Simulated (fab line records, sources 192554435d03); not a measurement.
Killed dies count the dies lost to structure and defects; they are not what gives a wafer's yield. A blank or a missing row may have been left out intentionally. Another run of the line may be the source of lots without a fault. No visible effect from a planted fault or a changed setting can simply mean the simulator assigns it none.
fab line records / flow n5_finfet / part 2 of 2: steps 26 to 30 of 30
record: lots: 5 wafers: 15 last_day: 17
route steps=1938 shown WELL_APT@41 PMOS_HMC_CHANNEL_EPI@57
lots untouched by any fault: they come from a run of this same line in which no faults occurred
start_h: start of the lot's first displayed wafer, in hours after the record's first day / wait_h: how many hours have passed since the lot's step before this one / " unchanged from the row above / L1.1+2: a row that stands for several wafers / - value missing, or start not given / * or withheld: withheld / < > ~ a bound
route shown NAME@n: a module of which the file shows steps, and the number in the route of the first / usual: the fault-free wafers' mean and standard deviation / same: alike in all rows / chamber/n: place in a boat / sites: the reading at each site / _std_site: standard deviation of those values / _edge_site: mean of outer sites minus mean of inner sites / radius_mm: for every site, how far away it sits from the centre of the wafer / mask NAME#n: copy n / behind: the tool/chamber that last shaped the wafer / hold: why the lot went on hold/how many hours it stayed there/how the hold came to an end / device: the n, p or np transistor that did not switch / end of line: the route-end tests of the same wafers / a step given without rows: its recipe and nothing more / killed: at the first sort, the dies lost to defects and structure; wafer yield is something else / map: dies across one wafer; x = killed, . = not, _ = none there
set.NAME: setting as actually run; set.NAME@STEP: the setting as run at that earlier step / model.NAME: the simulator's own value behind a step, which no gauge read
a table for each step, a row for each wafer; lots at some steps of the route
services: from which hour (start_h, from the record's first day; less than 0 if before it) a tool's chamber was out of use, for how many hours, and why
== steps ==
step: N5_PMOS_HMC_CHANNEL_EPI_OVL_MEAS_10
recipe: points_per_wafer: 44
usual: PMOS_HMC_BLK_OVL: -0.2/0.87
lot.wafer=L079.4 tool=overlay-01 chamber=0 start_h=48.28 wait_h=0.0 PMOS_HMC_BLK_OVL[nm]=-0.8
lot.wafer=L079.5 tool=overlay-01 chamber=0 start_h=48.28 wait_h=0.0 PMOS_HMC_BLK_OVL[nm]=0.6
lot.wafer=L079.6 tool=overlay-01 chamber=0 start_h=48.28 wait_h=0.0 PMOS_HMC_BLK_OVL[nm]=-2.1
lot.wafer=L085.1 tool=overlay-01 chamber=0 start_h=84.36 wait_h=0.0 PMOS_HMC_BLK_OVL[nm]=-0.2
lot.wafer=L085.2 tool=overlay-01 chamber=0 start_h=84.36 wait_h=0.0 PMOS_HMC_BLK_OVL[nm]=-1.1
lot.wafer=L085.6 tool=overlay-01 chamber=0 start_h=84.36 wait_h=0.0 PMOS_HMC_BLK_OVL[nm]=0.5
lot.wafer=L086.1 tool=overlay-01 chamber=0 start_h=89.66 wait_h=0.0 PMOS_HMC_BLK_OVL[nm]=-1.3
lot.wafer=L086.3 tool=overlay-01 chamber=0 start_h=89.66 wait_h=0.0 PMOS_HMC_BLK_OVL[nm]=-0.9
lot.wafer=L086.4 tool=overlay-01 chamber=0 start_h=89.66 wait_h=0.0 PMOS_HMC_BLK_OVL[nm]=-0.1
lot.wafer=L093.3 tool=overlay-02 chamber=0 start_h=131.87 wait_h=0.0 PMOS_HMC_BLK_OVL[nm]=0.6
lot.wafer=L093.5 tool=overlay-02 chamber=0 start_h=131.87 wait_h=0.0 PMOS_HMC_BLK_OVL[nm]=0.8
lot.wafer=L093.6 tool=overlay-02 chamber=0 start_h=131.87 wait_h=0.0 PMOS_HMC_BLK_OVL[nm]=0.8
lot.wafer=L096.1 tool=overlay-02 chamber=0 start_h=149.40 wait_h=0.0 PMOS_HMC_BLK_OVL[nm]=0.5
lot.wafer=L096.3 tool=overlay-02 chamber=0 start_h=149.40 wait_h=0.0 PMOS_HMC_BLK_OVL[nm]=0.3
lot.wafer=L096.5 tool=overlay-02 chamber=0 start_h=149.40 wait_h=0.0 PMOS_HMC_BLK_OVL[nm]=-0.6
step: N5_PMOS_HMC_CHANNEL_EPI_INSPECT_11
recipe: mode: adi inspect_instrument: macro
usual: raw_defect_count: 1.9/1.3
lot.wafer=L079.4 tool=defect_inspect-02 chamber=- start_h=48.31 wait_h=0.0 raw_defect_count=2
lot.wafer=L079.5 tool=defect_inspect-02 chamber=- start_h=48.31 wait_h=0.0 raw_defect_count=1
lot.wafer=L079.6 tool=defect_inspect-02 chamber=- start_h=48.31 wait_h=0.0 raw_defect_count=2
lot.wafer=L085.1 tool=defect_inspect-02 chamber=- start_h=84.39 wait_h=0.0 raw_defect_count=0
lot.wafer=L085.2 tool=defect_inspect-02 chamber=- start_h=84.39 wait_h=0.0 raw_defect_count=2
lot.wafer=L085.6 tool=defect_inspect-02 chamber=- start_h=84.39 wait_h=0.0 raw_defect_count=2
lot.wafer=L086.1 tool=defect_inspect-02 chamber=- start_h=89.68 wait_h=0.0 raw_defect_count=2
lot.wafer=L086.3 tool=defect_inspect-02 chamber=- start_h=89.68 wait_h=0.0 raw_defect_count=1
lot.wafer=L086.4 tool=defect_inspect-02 chamber=- start_h=89.68 wait_h=0.0 raw_defect_count=2
lot.wafer=L093.3 tool=defect_inspect-01 chamber=- start_h=131.90 wait_h=0.0 raw_defect_count=1
lot.wafer=L093.5 tool=defect_inspect-01 chamber=- start_h=131.90 wait_h=0.0 raw_defect_count=1
lot.wafer=L093.6 tool=defect_inspect-01 chamber=- start_h=131.90 wait_h=0.0 raw_defect_count=2
lot.wafer=L096.1 tool=defect_inspect-01 chamber=- start_h=149.42 wait_h=0.0 raw_defect_count=0
lot.wafer=L096.3 tool=defect_inspect-01 chamber=- start_h=149.42 wait_h=0.0 raw_defect_count=2
lot.wafer=L096.5 tool=defect_inspect-01 chamber=- start_h=149.42 wait_h=0.0 raw_defect_count=2
step: N5_PMOS_HMC_CHANNEL_EPI_DESCUM_14
recipe: chemistry: O2 time_s: 7.9 source_power_w: 50 bias_power_w: 20 pressure_mtorr: 20 rf_frequency_hz: 2.712e+07 temp_c: 40 resist: CAR-ArF-block o2_flow_sccm: 225
usual: chamber_pressure_mTorr: 19.998/0.02 drypump_motor_current_A: 5.6/0.44 oes_product_au: 0.78/0.083 rf_vpp_V: 243.4/1.3 showerhead_plenum_p_Torr: 2.11/0.071 throttle_valve_pct: 20.40/0.24
lot.wafer=L079.4 tool=rie_diel-03 chamber=1 start_h=48.87 wait_h=0.6 chamber_pressure_mTorr=19.995 drypump_motor_current_A=5.5 oes_product_au=0.87 rf_hours_counter_h=68 rf_vpp_V=243.6 showerhead_plenum_p_Torr=2.12 throttle_valve_pct=20.18
lot.wafer=L079.5 tool=rie_diel-03 chamber=3 start_h=48.87 wait_h=0.6 chamber_pressure_mTorr=19.982 drypump_motor_current_A=5.3 oes_product_au=0.74 rf_hours_counter_h=- rf_vpp_V=243.6 showerhead_plenum_p_Torr=2.08 throttle_valve_pct=20.33
lot.wafer=L079.6 tool=rie_diel-03 chamber=0 start_h=48.87 wait_h=0.6 chamber_pressure_mTorr=20.045 drypump_motor_current_A=5.6 oes_product_au=0.86 rf_hours_counter_h=- rf_vpp_V=241.2 showerhead_plenum_p_Torr=2.13 throttle_valve_pct=20.32
lot.wafer=L085.1 tool=rie_diel-03 chamber=0 start_h=84.42 wait_h=0.0 chamber_pressure_mTorr=19.998 drypump_motor_current_A=5.6 oes_product_au=0.85 rf_hours_counter_h=66 rf_vpp_V=244.1 showerhead_plenum_p_Torr=2.13 throttle_valve_pct=20.34
lot.wafer=L085.2 tool=rie_diel-03 chamber=1 start_h=84.42 wait_h=0.0 chamber_pressure_mTorr=19.989 drypump_motor_current_A=5.4 oes_product_au=0.85 rf_hours_counter_h=77 rf_vpp_V=242.3 showerhead_plenum_p_Torr=2.11 throttle_valve_pct=20.21
lot.wafer=L085.6 tool=rie_diel-03 chamber=0 start_h=84.42 wait_h=0.0 chamber_pressure_mTorr=20.007 drypump_motor_current_A=5.5 oes_product_au=0.84 rf_hours_counter_h=- rf_vpp_V=244.4 showerhead_plenum_p_Torr=2.13 throttle_valve_pct=20.34
lot.wafer=L086.1 tool=rie_diel-05 chamber=3 start_h=89.80 wait_h=0.1 chamber_pressure_mTorr=19.982 drypump_motor_current_A=5.5 oes_product_au=0.78 rf_hours_counter_h=135 rf_vpp_V=242.0 showerhead_plenum_p_Torr=2.01 throttle_valve_pct=20.51
lot.wafer=L086.3 tool=rie_diel-05 chamber=1 start_h=89.80 wait_h=0.1 chamber_pressure_mTorr=19.957 drypump_motor_current_A=5.0 oes_product_au=0.74 rf_hours_counter_h=178 rf_vpp_V=242.6 showerhead_plenum_p_Torr=2.16 throttle_valve_pct=20.20
lot.wafer=L086.4 tool=rie_diel-05 chamber=2 start_h=89.80 wait_h=0.1 chamber_pressure_mTorr=20.021 drypump_motor_current_A=6.3 oes_product_au=0.72 rf_hours_counter_h=187 rf_vpp_V=241.6 showerhead_plenum_p_Torr=2.00 throttle_valve_pct=20.75
lot.wafer=L093.3 tool=rie_diel-02 chamber=2 start_h=132.05 wait_h=0.1 chamber_pressure_mTorr=20.027 drypump_motor_current_A=5.2 oes_product_au=0.78 rf_hours_counter_h=149 rf_vpp_V=242.0 showerhead_plenum_p_Torr=2.10 throttle_valve_pct=20.58
lot.wafer=L093.5 tool=rie_diel-02 chamber=3 start_h=132.05 wait_h=0.1 chamber_pressure_mTorr=19.989 drypump_motor_current_A=5.8 oes_product_au=0.74 rf_hours_counter_h=- rf_vpp_V=244.1 showerhead_plenum_p_Torr=2.18 throttle_valve_pct=20.46
lot.wafer=L093.6 tool=rie_diel-02 chamber=0 start_h=132.05 wait_h=0.1 chamber_pressure_mTorr=20.012 drypump_motor_current_A=5.9 oes_product_au=0.95 rf_hours_counter_h=- rf_vpp_V=246.1 showerhead_plenum_p_Torr=2.22 throttle_valve_pct=19.85
lot.wafer=L096.1 tool=rie_diel-02 chamber=1 start_h=149.46 wait_h=0.0 chamber_pressure_mTorr=19.994 drypump_motor_current_A=5.4 oes_product_au=0.90 rf_hours_counter_h=25 rf_vpp_V=246.1 showerhead_plenum_p_Torr=2.15 throttle_valve_pct=20.23
lot.wafer=L096.3 tool=rie_diel-02 chamber=2 start_h=149.46 wait_h=0.0 chamber_pressure_mTorr=20.002 drypump_motor_current_A=5.2 oes_product_au=0.79 rf_hours_counter_h=154 rf_vpp_V=243.1 showerhead_plenum_p_Torr=2.10 throttle_valve_pct=20.58
lot.wafer=L096.5 tool=rie_diel-02 chamber=3 start_h=149.46 wait_h=0.0 chamber_pressure_mTorr=19.952 drypump_motor_current_A=5.8 oes_product_au=0.74 rf_hours_counter_h=- rf_vpp_V=243.6 showerhead_plenum_p_Torr=2.18 throttle_valve_pct=20.44
step: N5_PMOS_HMC_CHANNEL_EPI_ETCH_32
recipe: chemistry: N2/H2 target: BARC stop_on: SiO2 target_depth_a: 858 over_etch_frac: 0.3 time_s: 50.3 ion_energy_ev: 200 mask_material: CAR-ArF-block pressure_mtorr: 30 source_w: 840 bias_w: 150 n2_flow_sccm: 200 h2_flow_sccm: 200
usual: chamber_pressure_mTorr: 29.998/0.029 drypump_motor_current_A: 5.6/0.44 oes_product_au: 0.66/0.065 rf_vpp_V: 524.5/2.5 showerhead_plenum_p_Torr: 2.56/0.084 throttle_valve_pct: 17.81/0.27
lot.wafer=L079.4 tool=rie_diel-03 chamber=1 start_h=48.90 wait_h=0.0 chamber_pressure_mTorr=29.960 drypump_motor_current_A=5.4 oes_product_au=0.73 rf_hours_counter_h=68 rf_vpp_V=524.2 showerhead_plenum_p_Torr=2.57 throttle_valve_pct=17.56
lot.wafer=L079.5 tool=rie_diel-03 chamber=3 start_h=48.90 wait_h=0.0 chamber_pressure_mTorr=29.975 drypump_motor_current_A=5.3 oes_product_au=0.63 rf_hours_counter_h=- rf_vpp_V=524.0 showerhead_plenum_p_Torr=2.54 throttle_valve_pct=17.79
lot.wafer=L079.6 tool=rie_diel-03 chamber=0 start_h=48.90 wait_h=0.0 chamber_pressure_mTorr=30.026 drypump_motor_current_A=5.5 oes_product_au=0.73 rf_hours_counter_h=- rf_vpp_V=525.0 showerhead_plenum_p_Torr=2.59 throttle_valve_pct=17.75
lot.wafer=L085.1 tool=rie_diel-03 chamber=0 start_h=84.46 wait_h=0.0 chamber_pressure_mTorr=29.938 drypump_motor_current_A=5.6 oes_product_au=0.73 rf_hours_counter_h=66 rf_vpp_V=525.2 showerhead_plenum_p_Torr=2.58 throttle_valve_pct=17.77
lot.wafer=L085.2 tool=rie_diel-03 chamber=1 start_h=84.46 wait_h=0.0 chamber_pressure_mTorr=29.955 drypump_motor_current_A=5.4 oes_product_au=0.71 rf_hours_counter_h=77 rf_vpp_V=524.4 showerhead_plenum_p_Torr=2.57 throttle_valve_pct=17.59
lot.wafer=L085.6 tool=rie_diel-03 chamber=0 start_h=84.46 wait_h=0.0 chamber_pressure_mTorr=29.992 drypump_motor_current_A=5.6 oes_product_au=0.73 rf_hours_counter_h=- rf_vpp_V=525.1 showerhead_plenum_p_Torr=2.58 throttle_valve_pct=17.77
lot.wafer=L086.1 tool=rie_diel-05 chamber=3 start_h=89.84 wait_h=0.0 chamber_pressure_mTorr=30.021 drypump_motor_current_A=5.5 oes_product_au=0.65 rf_hours_counter_h=135 rf_vpp_V=521.6 showerhead_plenum_p_Torr=2.45 throttle_valve_pct=17.97
lot.wafer=L086.3 tool=rie_diel-05 chamber=1 start_h=89.84 wait_h=0.0 chamber_pressure_mTorr=29.972 drypump_motor_current_A=5.0 oes_product_au=0.64 rf_hours_counter_h=178 rf_vpp_V=525.6 showerhead_plenum_p_Torr=2.64 throttle_valve_pct=17.76
lot.wafer=L086.4 tool=rie_diel-05 chamber=2 start_h=89.84 wait_h=0.0 chamber_pressure_mTorr=29.973 drypump_motor_current_A=6.3 oes_product_au=0.61 rf_hours_counter_h=187 rf_vpp_V=521.5 showerhead_plenum_p_Torr=2.42 throttle_valve_pct=18.17
lot.wafer=L093.3 tool=rie_diel-02 chamber=2 start_h=132.08 wait_h=0.0 chamber_pressure_mTorr=30.030 drypump_motor_current_A=5.2 oes_product_au=0.66 rf_hours_counter_h=149 rf_vpp_V=524.6 showerhead_plenum_p_Torr=2.55 throttle_valve_pct=18.02
lot.wafer=L093.5 tool=rie_diel-02 chamber=3 start_h=132.08 wait_h=0.0 chamber_pressure_mTorr=30.006 drypump_motor_current_A=5.8 oes_product_au=0.64 rf_hours_counter_h=- rf_vpp_V=526.0 showerhead_plenum_p_Torr=2.64 throttle_valve_pct=17.74
lot.wafer=L093.6 tool=rie_diel-02 chamber=0 start_h=132.08 wait_h=0.0 chamber_pressure_mTorr=30.020 drypump_motor_current_A=5.9 oes_product_au=0.81 rf_hours_counter_h=- rf_vpp_V=528.7 showerhead_plenum_p_Torr=2.70 throttle_valve_pct=17.20
lot.wafer=L096.1 tool=rie_diel-02 chamber=1 start_h=149.49 wait_h=0.0 chamber_pressure_mTorr=29.991 drypump_motor_current_A=5.4 oes_product_au=0.76 rf_hours_counter_h=25 rf_vpp_V=525.2 showerhead_plenum_p_Torr=2.59 throttle_valve_pct=17.60
lot.wafer=L096.3 tool=rie_diel-02 chamber=2 start_h=149.49 wait_h=0.0 chamber_pressure_mTorr=30.019 drypump_motor_current_A=5.2 oes_product_au=0.67 rf_hours_counter_h=154 rf_vpp_V=524.9 showerhead_plenum_p_Torr=2.54 throttle_valve_pct=18.05
lot.wafer=L096.5 tool=rie_diel-02 chamber=3 start_h=149.49 wait_h=0.0 chamber_pressure_mTorr=29.997 drypump_motor_current_A=5.8 oes_product_au=0.65 rf_hours_counter_h=- rf_vpp_V=526.0 showerhead_plenum_p_Torr=2.63 throttle_valve_pct=17.76
step: N5_PMOS_HMC_CHANNEL_EPI_HM_OPEN_15
recipe: chemistry: CHF3/O2 target: SiO2 mask_material: CAR-ArF-block target_depth_a: 406 CHF3_flow_sccm: 50 O2_flow_sccm: 5 Ar_flow_sccm: 200 time_s: 20.3 pressure_mtorr: 30 source_w: 650 bias_w: 170 ion_energy_ev: 200
usual: chamber_pressure_mTorr: 30.00/0.033 drypump_motor_current_A: 5.6/0.44 oes_ar_750_au: 0.77/0.074 oes_f_703_au: 0.77/0.074 oes_product_au: 0.78/0.081 rf_vpp_V: 523/8.4 showerhead_plenum_p_Torr: 2.43/0.077 throttle_valve_pct: 18.86/0.24
lot.wafer=L079.4 tool=rie_diel-03 chamber=1 start_h=48.94 wait_h=0.0 chamber_pressure_mTorr=30.01 drypump_motor_current_A=5.4 oes_ar_750_au=0.86 oes_f_703_au=0.87 oes_product_au=0.85 rf_hours_counter_h=68 rf_vpp_V=521 showerhead_plenum_p_Torr=2.45 throttle_valve_pct=18.71
lot.wafer=L079.5 tool=rie_diel-03 chamber=3 start_h=48.94 wait_h=0.0 chamber_pressure_mTorr=29.97 drypump_motor_current_A=5.4 oes_ar_750_au=0.75 oes_f_703_au=0.74 oes_product_au=0.73 rf_hours_counter_h=- rf_vpp_V=523 showerhead_plenum_p_Torr=2.42 throttle_valve_pct=18.88
lot.wafer=L079.6 tool=rie_diel-03 chamber=0 start_h=48.94 wait_h=0.0 chamber_pressure_mTorr=30.02 drypump_motor_current_A=5.6 oes_ar_750_au=0.86 oes_f_703_au=0.86 oes_product_au=0.86 rf_hours_counter_h=- rf_vpp_V=517 showerhead_plenum_p_Torr=2.44 throttle_valve_pct=18.67
lot.wafer=L085.1 tool=rie_diel-03 chamber=0 start_h=84.50 wait_h=0.0 chamber_pressure_mTorr=29.94 drypump_motor_current_A=5.5 oes_ar_750_au=0.83 oes_f_703_au=0.85 oes_product_au=0.84 rf_hours_counter_h=66 rf_vpp_V=515 showerhead_plenum_p_Torr=2.43 throttle_valve_pct=18.68
lot.wafer=L085.2 tool=rie_diel-03 chamber=1 start_h=84.50 wait_h=0.0 chamber_pressure_mTorr=30.01 drypump_motor_current_A=5.4 oes_ar_750_au=0.85 oes_f_703_au=0.85 oes_product_au=0.85 rf_hours_counter_h=77 rf_vpp_V=520 showerhead_plenum_p_Torr=2.44 throttle_valve_pct=18.73
lot.wafer=L085.6 tool=rie_diel-03 chamber=0 start_h=84.50 wait_h=0.0 chamber_pressure_mTorr=30.05 drypump_motor_current_A=5.6 oes_ar_750_au=0.84 oes_f_703_au=0.84 oes_product_au=0.85 rf_hours_counter_h=- rf_vpp_V=515 showerhead_plenum_p_Torr=2.43 throttle_valve_pct=18.69
lot.wafer=L086.1 tool=rie_diel-05 chamber=3 start_h=89.88 wait_h=0.0 chamber_pressure_mTorr=30.02 drypump_motor_current_A=5.5 oes_ar_750_au=0.77 oes_f_703_au=0.78 oes_product_au=0.77 rf_hours_counter_h=136 rf_vpp_V=513 showerhead_plenum_p_Torr=2.33 throttle_valve_pct=19.02
lot.wafer=L086.3 tool=rie_diel-05 chamber=1 start_h=89.88 wait_h=0.0 chamber_pressure_mTorr=29.96 drypump_motor_current_A=5.0 oes_ar_750_au=0.75 oes_f_703_au=0.76 oes_product_au=0.73 rf_hours_counter_h=178 rf_vpp_V=519 showerhead_plenum_p_Torr=2.49 throttle_valve_pct=18.73
lot.wafer=L086.4 tool=rie_diel-05 chamber=2 start_h=89.88 wait_h=0.0 chamber_pressure_mTorr=30.01 drypump_motor_current_A=6.3 oes_ar_750_au=0.71 oes_f_703_au=0.71 oes_product_au=0.71 rf_hours_counter_h=188 rf_vpp_V=532 showerhead_plenum_p_Torr=2.30 throttle_valve_pct=19.14
lot.wafer=L093.3 tool=rie_diel-02 chamber=2 start_h=132.12 wait_h=0.0 chamber_pressure_mTorr=30.04 drypump_motor_current_A=5.2 oes_ar_750_au=0.78 oes_f_703_au=0.79 oes_product_au=0.77 rf_hours_counter_h=149 rf_vpp_V=511 showerhead_plenum_p_Torr=2.40 throttle_valve_pct=18.97
lot.wafer=L093.5 tool=rie_diel-02 chamber=3 start_h=132.12 wait_h=0.0 chamber_pressure_mTorr=29.98 drypump_motor_current_A=5.8 oes_ar_750_au=0.75 oes_f_703_au=0.75 oes_product_au=0.75 rf_hours_counter_h=- rf_vpp_V=535 showerhead_plenum_p_Torr=2.51 throttle_valve_pct=18.92
lot.wafer=L093.6 tool=rie_diel-02 chamber=0 start_h=132.12 wait_h=0.0 chamber_pressure_mTorr=30.00 drypump_motor_current_A=5.9 oes_ar_750_au=0.93 oes_f_703_au=0.92 oes_product_au=0.95 rf_hours_counter_h=- rf_vpp_V=534 showerhead_plenum_p_Torr=2.56 throttle_valve_pct=18.35
lot.wafer=L096.1 tool=rie_diel-02 chamber=1 start_h=149.53 wait_h=0.0 chamber_pressure_mTorr=30.01 drypump_motor_current_A=5.4 oes_ar_750_au=0.87 oes_f_703_au=0.87 oes_product_au=0.89 rf_hours_counter_h=25 rf_vpp_V=531 showerhead_plenum_p_Torr=2.45 throttle_valve_pct=18.55
lot.wafer=L096.3 tool=rie_diel-02 chamber=2 start_h=149.53 wait_h=0.0 chamber_pressure_mTorr=30.02 drypump_motor_current_A=5.2 oes_ar_750_au=0.78 oes_f_703_au=0.78 oes_product_au=0.77 rf_hours_counter_h=154 rf_vpp_V=512 showerhead_plenum_p_Torr=2.40 throttle_valve_pct=18.98
lot.wafer=L096.5 tool=rie_diel-02 chamber=3 start_h=149.53 wait_h=0.0 chamber_pressure_mTorr=30.00 drypump_motor_current_A=5.8 oes_ar_750_au=0.75 oes_f_703_au=0.75 oes_product_au=0.74 rf_hours_counter_h=- rf_vpp_V=534 showerhead_plenum_p_Torr=2.51 throttle_valve_pct=18.93
== services ==
tool=rie_diel-05 chamber=- start_h=21.37 hours=2.8 kind=pm
tool=implanter-01 chamber=- start_h=24.44 hours=4.4 kind=repair
tool=rie_diel-01 chamber=3 start_h=29.60 hours=32.2 kind=repair
tool=pecvd-03 chamber=- start_h=30.17 hours=1.4 kind=repair
tool=rie_diel-05 chamber=0 start_h=30.39 hours=36.1 kind=repair
tool=implanter-02 chamber=- start_h=39.75 hours=2.3 kind=repair
tool=pecvd-03 chamber=- start_h=41.32 hours=2.8 kind=pm
tool=arfi_scanner-02 chamber=- start_h=42.40 hours=6.8 kind=repair
tool=pecvd-03 chamber=- start_h=51.29 hours=5.5 kind=pm
tool=implanter-01 chamber=- start_h=53.96 hours=7.5 kind=pm
tool=epi_rpcvd-02 chamber=- start_h=62.08 hours=2.8 kind=pm
tool=arfi_scanner-02 chamber=- start_h=66.80 hours=1.0 kind=pm
tool=arfi_scanner-02 chamber=- start_h=68.15 hours=1.5 kind=pm
tool=rie_diel-03 chamber=1 start_h=71.18 hours=4.8 kind=repair
tool=rie_diel-05 chamber=1 start_h=79.88 hours=4.9 kind=repair
tool=arfi_scanner-02 chamber=- start_h=80.57 hours=4.9 kind=pm
tool=rie_diel-01 chamber=1 start_h=86.89 hours=2.2 kind=repair
tool=implanter-02 chamber=- start_h=95.23 hours=5.9 kind=repair
tool=rie_diel-01 chamber=- start_h=104.58 hours=0.5 kind=repair
tool=rie_diel-02 chamber=1 start_h=110.06 hours=6.0 kind=repair
tool=epi_rpcvd-02 chamber=- start_h=114.54 hours=6.6 kind=repair
tool=rie_diel-03 chamber=- start_h=130.92 hours=0.7 kind=repair
tool=rie_diel-02 chamber=- start_h=140.34 hours=0.4 kind=repair
tool=implanter-01 chamber=- start_h=148.59 hours=2.7 kind=pm
